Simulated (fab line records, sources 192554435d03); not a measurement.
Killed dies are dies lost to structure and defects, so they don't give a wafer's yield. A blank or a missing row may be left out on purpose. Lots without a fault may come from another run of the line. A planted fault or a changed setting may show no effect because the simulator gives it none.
Split-lot experiment | flow n5_finfet | 7 lots, 21 wafers read, on a route of 1938 steps

THE SPLIT
At N5_BEOL_M0_ETCH_138 (etches SiCN in CH3F/O2, target depth 12 nm, time 31.6 s), the setting source_w was moved away from the recipe's 395 W on 8 of the 21 wafers read, by -10.5% to +15.2%. The other wafers ran this setting at the recipe's value.

The reading is taken at the split's own step.

THE READING
rf_vpp_V, in V, at N5_BEOL_M0_ETCH_138 (etches SiCN in CH3F/O2, target depth 12 nm, time 31.6 s). Fault-free wafers of this fab line usually give 297.9 V, standard deviation 1.4 V.

wafer  | tool, chamber at the split | source_w as run, W | against the recipe | rf_vpp_V, V | against lot-mates on the recipe
L076.1 | rie_diel-01, 0             | 356.5              | -9.7%              | 310.8       | +9.5
L076.2 | rie_diel-01, 1             | 356.5              | -9.7%              | 307.0       | +5.7
L076.4 | rie_diel-01, 3             | 395                | recipe             | 301.3       | -
L079.2 | rie_diel-06, 2             | 395                | recipe             | 296.1       | -
L079.5 | rie_diel-06, 1             | 433.1              | +9.6%              | 289.1       | -7.5
L079.6 | rie_diel-06, 2             | 395                | recipe             | 297.1       | -
L080.1 | rie_diel-06, 0             | 367.3              | -7.0%              | 305.1       | +7.8
L080.4 | rie_diel-06, 3             | 395                | recipe             | 296.3       | -
L080.6 | rie_diel-06, 1             | 395                | recipe             | 298.4       | -
L092.4 | rie_diel-02, 2             | 455.1              | +15.2%             | 285.1       | -13.2
L092.5 | rie_diel-02, 3             | 395                | recipe             | 297.8       | -
L092.6 | rie_diel-02, 1             | 395                | recipe             | 298.9       | -
L093.2 | rie_diel-01, 0             | 395                | recipe             | 299.1       | -
L093.3 | rie_diel-01, 1             | 417.8              | +5.8%              | 290.2       | -8.9
L093.4 | rie_diel-01, 0             | 417.8              | +5.8%              | 295.5       | -3.6
L094.4 | rie_diel-06, 2             | 395                | recipe             | 295.7       | -
L094.5 | rie_diel-06, 1             | 395                | recipe             | 298.9       | -
L094.6 | rie_diel-06, 0             | 395                | recipe             | 296.0       | -
L096.1 | rie_diel-06, 2             | 353.7              | -10.5%             | 306.7       | +10.7
L096.2 | rie_diel-06, 1             | 395                | recipe             | 296.3       | -
L096.4 | rie_diel-06, 0             | 395                | recipe             | 295.6       | -

THE FIT
A straight line over all 21 wafers: rf_vpp_V changes by -0.939 V for each +1% of source_w; r = -0.95; the points scatter about the line by 1.9 V.
The same after taking each lot's own level away (the mean of its wafers on the recipe; 21 wafers): -0.894 V for each +1%; r = -0.97; scatter 1.5 V.
On that fit, the largest move of source_w shifts the reading by 14 V.
The lots' own levels span 295.95 to 301.30 V, that is 3.8 times the standard deviation above.
So the lot-to-lot level changes the slope little: the two slopes agree.
Check: with one of the wafers moved furthest among these (+15.2%) left out of the fit, the line predicts -13.8 V for it against its lot-mates. It came out at -13.2 V against them.
Tool readings at the split's step, against how far the setting was moved: rf_vpp_V r = -0.95.

OTHER SPLITS ON THESE WAFERS
These wafers also went through other splits before the reading. Each is held against what the fit with the lots' levels taken away leaves over:
other split on the same wafers       | wafers away from the commonest value | r with rf_vpp_V (lot level and that fit taken away)
N5_MOL_CONTACT_COAG_COAT_62 spin_rpm | 6                                    | -0.16
N5_BEOL_M0_SAQP_ILD_DEP_01 time_s    | 7                                    | -0.17
N5_BEOL_M0_SAQP_PECVD_04 time_s      | 7                                    | -0.25
N5_BEOL_M0_CUTY_EXPOSE_54 dose_mj    | 6                                    | +0.11

THE FILE'S OWN FIT
rf_vpp_V changes by -0.9 V for each +1% of source_w, r = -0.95.
